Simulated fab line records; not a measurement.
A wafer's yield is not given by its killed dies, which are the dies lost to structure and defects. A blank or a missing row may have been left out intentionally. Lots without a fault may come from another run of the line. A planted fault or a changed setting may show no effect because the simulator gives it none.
Lot-split experiment -- flow n5-finfet -- route with 1938 steps; 7 lots, 21 wafers read

THE SPLIT
At N5_BEOL_M12_TRENCH_ETCH_34 (etches SiOC in C4F8/O2/Ar, target depth 318.95 nm, time 125.5 s), the setting time-s was moved away from the recipe's 125.5 s on 9 of the 21 wafers read, by -21.1% to +17.7%. For the rest of the wafers, this setting stayed at what the recipe calls for.

SPLIT TO READING: what lies between them in the file, 1 step
- N5_BEOL_M12_STRIP_70: strips in C4F8/O2/Ar

THE READING
trench-depth-nm, in nm, at N5_BEOL_M12_OCD_MEAS_35. A value of 319 nm with a standard deviation of 5 nm is what fault-free wafers of this fab line usually give.

wafer,"tool, chamber at the split","time-s as run, s",against the recipe,"trench-depth-nm, nm",against lot-mates on the recipe
L074.1,"rie-diel-05, 1",98.98,-21.1%,250,-65
L074.5,"rie-diel-05, 1",125.5,recipe,314,-
L074.6,"rie-diel-05, 3",125.5,recipe,316,-
L075.3,"rie-diel-05, 2",125.5,recipe,322,-
L075.4,"rie-diel-05, 3",117.1,-6.7%,293,-26
L075.5,"rie-diel-05, 1",125.5,recipe,316,-
L080.1,"rie-diel-04, 1",125.5,recipe,320,-
L080.2,"rie-diel-04, 0",145.3,+15.8%,361,+41
L080.3,"rie-diel-04, 3",145.3,+15.8%,362,+42
L084.2,"rie-diel-05, 1",125.5,recipe,310,-
L084.3,"rie-diel-05, 2",125.5,recipe,321,-
L084.5,"rie-diel-05, 0",125.5,recipe,326,-
L089.2,"rie-diel-04, 3",147,+17.1%,366,no lot-mate on the recipe
L089.5,"rie-diel-04, 3",147,+17.1%,366,no lot-mate on the recipe
L089.6,"rie-diel-04, 2",147,+17.1%,377,no lot-mate on the recipe
L091.4,"rie-diel-03, 2",147.7,+17.7%,381,+64
L091.5,"rie-diel-03, 0",147.7,+17.7%,367,+50
L091.6,"rie-diel-03, 1",125.5,recipe,317,-
L095.3,"rie-diel-04, 2",125.5,recipe,325,-
L095.4,"rie-diel-04, 1",125.5,recipe,319,-
L095.5,"rie-diel-04, 0",125.5,recipe,325,-

FIT RESULTS
A straight line over all 21 wafers: trench-depth-nm changes by +3.05 nm for each +1% of time-s; r = +0.99; the points scatter about the line by 5.4 nm.
The same after taking each lot's own level away (the mean of its wafers on the recipe; 18 wafers): +3.03 nm for each +1%; r = +0.99; scatter 5 nm.
Per that fit: largest time-s move, reading shift of 64 nm.
The span of the lots' own levels, 315.0 to 323.0 nm, comes to 1.6 times the standard deviation stated above.
So the lot-to-lot level changes the slope little: the two slopes agree.
Check: with one of the wafers moved furthest among these (-21.1%) left out of the fit, the line predicts -64.7 nm for it against its lot-mates. It came out at -65 nm against them.

FURTHER SPLITS ON THESE WAFERS
Note: prior to the reading, these wafers also went through further splits. Each is held against what the fit with the lots' levels taken away leaves over:
other split on the same wafers,wafers away from the commonest value,r with trench-depth-nm (lot level and that fit taken away)
N5_BEOL_M8_COAT_22 spin-rpm,6,-0.06
N5_BEOL_M8_ETCH_65 source-w,9,-0.07
N5_BEOL_M9_DESCUM_16 time-s,8,+0.13
N5_BEOL_M10_COAT_22 spin-rpm,8,+0.11
N5_BEOL_M10_EXPOSE_25 dose-mj,5,-0.01
N5_BEOL_M11_COAT_22 spin-rpm,8,-0.01
N5_BEOL_M11_EXPOSE_25 dose-mj,6,-0.17

THE WHOLE CHAIN: every reading that the file lists as answering this split, in the file's order
step,what it does,reading,change (the file's fit),r (the file's)
N5_BEOL_M12_TRENCH_ETCH_34,"etches SiOC in C4F8/O2/Ar, target depth 318.95 nm, time 125.5 s","etch.depth-nm (the simulator's own value, which no gauge read)",+3.06 nm for each +1% of the setting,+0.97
N5_BEOL_M12_OCD_MEAS_35,,trench-depth-nm,+3.06 nm for each +1% of the setting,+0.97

FILE'S OWN FIT
trench-depth-nm changes by +3.06 nm for each +1% of time-s, r = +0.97.
